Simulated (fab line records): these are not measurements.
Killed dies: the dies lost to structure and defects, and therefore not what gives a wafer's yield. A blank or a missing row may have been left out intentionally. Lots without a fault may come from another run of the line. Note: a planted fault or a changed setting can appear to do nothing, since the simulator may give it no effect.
Split-lot trial :: flow n5 finfet :: on a route of 1938 steps: 7 lots, 21 wafers read

SPLIT DETAILS
At N5_DUMMY_GATE_ETCH_37 (etches SOC in N2/H2, target depth 60 nm, overetch 30 nm), the setting source w was moved away from the recipe's 840 W on 7 of the 21 wafers read, by -16.5% to +13.1%. The other wafers ran this setting at the recipe's value.

The reading is taken at the split's own step.

THE READING
rf vpp V, in V, at N5_DUMMY_GATE_ETCH_37 (etches SOC in N2/H2, target depth 60 nm, overetch 30 nm). A value of 524.0 V with a standard deviation of 2.4 V is what fault-free wafers of this fab line usually give.

wafer: L074.1
tool, chamber at the split: rie diel-05, 0
source w as run, W: 701.6
against the recipe: -16.5%
rf vpp V, V: 558.1
against lot-mates on the recipe: +35.2

wafer: L074.3
tool, chamber at the split: rie diel-05, 2
source w as run, W: 701.6
against the recipe: -16.5%
rf vpp V, V: 558.2
against lot-mates on the recipe: +35.3

wafer: L074.4
tool, chamber at the split: rie diel-05, 3
source w as run, W: 840
against the recipe: recipe
rf vpp V, V: 522.9
against lot-mates on the recipe: -

wafer: L076.1
tool, chamber at the split: rie diel-05, 3
source w as run, W: 840
against the recipe: recipe
rf vpp V, V: 521.3
against lot-mates on the recipe: -

wafer: L076.3
tool, chamber at the split: rie diel-05, 0
source w as run, W: 714.4
against the recipe: -15.0%
rf vpp V, V: 556.2
against lot-mates on the recipe: +32.6

wafer: L076.6
tool, chamber at the split: rie diel-05, 0
source w as run, W: 840
against the recipe: recipe
rf vpp V, V: 526.0
against lot-mates on the recipe: -

wafer: L077.1
tool, chamber at the split: rie diel-04, 1
source w as run, W: 840
against the recipe: recipe
rf vpp V, V: 527.3
against lot-mates on the recipe: -

wafer: L077.4
tool, chamber at the split: rie diel-04, 2
source w as run, W: 840
against the recipe: recipe
rf vpp V, V: 522.5
against lot-mates on the recipe: -

wafer: L077.5
tool, chamber at the split: rie diel-04, 0
source w as run, W: 883.3
against the recipe: +5.2%
rf vpp V, V: 514.4
against lot-mates on the recipe: -10.5

wafer: L086.1
tool, chamber at the split: rie diel-05, 3
source w as run, W: 840
against the recipe: recipe
rf vpp V, V: 521.5
against lot-mates on the recipe: -

wafer: L086.5
tool, chamber at the split: rie diel-05, 2
source w as run, W: 840
against the recipe: recipe
rf vpp V, V: 525.3
against lot-mates on the recipe: -

wafer: L086.6
tool, chamber at the split: rie diel-05, 3
source w as run, W: 747.4
against the recipe: -11.0%
rf vpp V, V: 540.0
against lot-mates on the recipe: +16.6

wafer: L088.1
tool, chamber at the split: rie diel-06, 0
source w as run, W: 840
against the recipe: recipe
rf vpp V, V: 526.0
against lot-mates on the recipe: -

wafer: L088.3
tool, chamber at the split: rie diel-06, 3
source w as run, W: 840
against the recipe: recipe
rf vpp V, V: 526.1
against lot-mates on the recipe: -

wafer: L088.6
tool, chamber at the split: rie diel-06, 2
source w as run, W: 840
against the recipe: recipe
rf vpp V, V: 525.7
against lot-mates on the recipe: -

wafer: L094.1
tool, chamber at the split: rie diel-05, 1
source w as run, W: 840
against the recipe: recipe
rf vpp V, V: 522.5
against lot-mates on the recipe: -

wafer: L094.4
tool, chamber at the split: rie diel-05, 1
source w as run, W: 840
against the recipe: recipe
rf vpp V, V: 519.7
against lot-mates on the recipe: -

wafer: L094.5
tool, chamber at the split: rie diel-05, 3
source w as run, W: 840
against the recipe: recipe
rf vpp V, V: 521.3
against lot-mates on the recipe: -

wafer: L096.1
tool, chamber at the split: rie diel-05, 1
source w as run, W: 949.7
against the recipe: +13.1%
rf vpp V, V: 498.8
against lot-mates on the recipe: -26.6

wafer: L096.3
tool, chamber at the split: rie diel-05, 2
source w as run, W: 840
against the recipe: recipe
rf vpp V, V: 525.4
against lot-mates on the recipe: -

wafer: L096.6
tool, chamber at the split: rie diel-05, 3
source w as run, W: 949.7
against the recipe: +13.1%
rf vpp V, V: 500.4
against lot-mates on the recipe: -25.0

THE FIT
A straight line over all 21 wafers: rf vpp V changes by -1.97 V for each +1% of source w; r = -0.99; the points scatter about the line by 2.6 V.
The same after taking each lot's own level away (the mean of its wafers on the recipe; 21 wafers): -2.04 V for each +1%; r = -0.99; scatter 2.1 V.
On that fit, the largest move of source w shifts the reading by 34 V.
The lots' own levels span 521.17 to 525.93 V, that is 2.0 times the standard deviation above.
So the lot-to-lot level changes the slope little: the two slopes agree.
Check: for one of the wafers moved furthest among these (-16.5%), held out of the fit, the line's prediction against its lot-mates is +33.1 V. Against them it came out at +35.2 V.
Tool readings at the split's step, against how far the setting was moved: rf vpp V r = -0.99.

ADDITIONAL SPLITS CARRIED BY THESE WAFERS
Before the reading, these wafers also passed through other splits. Each is held against what the fit with the lots' levels taken away leaves over:
other split on the same wafers: N5_WELL_APT_COAT_02 spin rpm
wafers away from the commonest value: 5
r with rf vpp V (lot level and that fit taken away): -0.05

other split on the same wafers: N5_WELL_APT_EXPOSE_22 dose mj
wafers away from the commonest value: 10
r with rf vpp V (lot level and that fit taken away): -0.35

other split on the same wafers: N5_WELL_APT_DEVELOP_24 develop time s
wafers away from the commonest value: 8
r with rf vpp V (lot level and that fit taken away): -0.09

other split on the same wafers: N5_FIN_CUT_COAT_18 spin rpm
wafers away from the commonest value: 10
r with rf vpp V (lot level and that fit taken away): +0.07

other split on the same wafers: N5_FIN_CUT_COAT_19 spin rpm
wafers away from the commonest value: 5
r with rf vpp V (lot level and that fit taken away): +0.16

other split on the same wafers: N5_DUMMY_GATE_EXPOSE_12 dose mj
wafers away from the commonest value: 6
r with rf vpp V (lot level and that fit taken away): -0.48

THE WHOLE CHAIN: every reading that the file lists as answering this split, in the file's order
step: N5_DUMMY_GATE_ETCH_37
what it does: etches SOC in N2/H2, target depth 60 nm, overetch 30 nm
reading: rf vpp V
change (the file's fit): -2.02 V for each +1% of the setting
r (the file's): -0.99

step: N5_DUMMY_GATE_ETCH_37
what it does: etches SOC in N2/H2, target depth 60 nm, overetch 30 nm
reading: SiARC_of_DUMMY_GATE_COAT_35.thk nm (the simulator's own value, which no gauge read)
change (the file's fit): -0.0329 nm for each +1% of the setting
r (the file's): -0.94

FILE'S OWN FIT
rf vpp V changes by -2.02 V for each +1% of source w, r = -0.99.
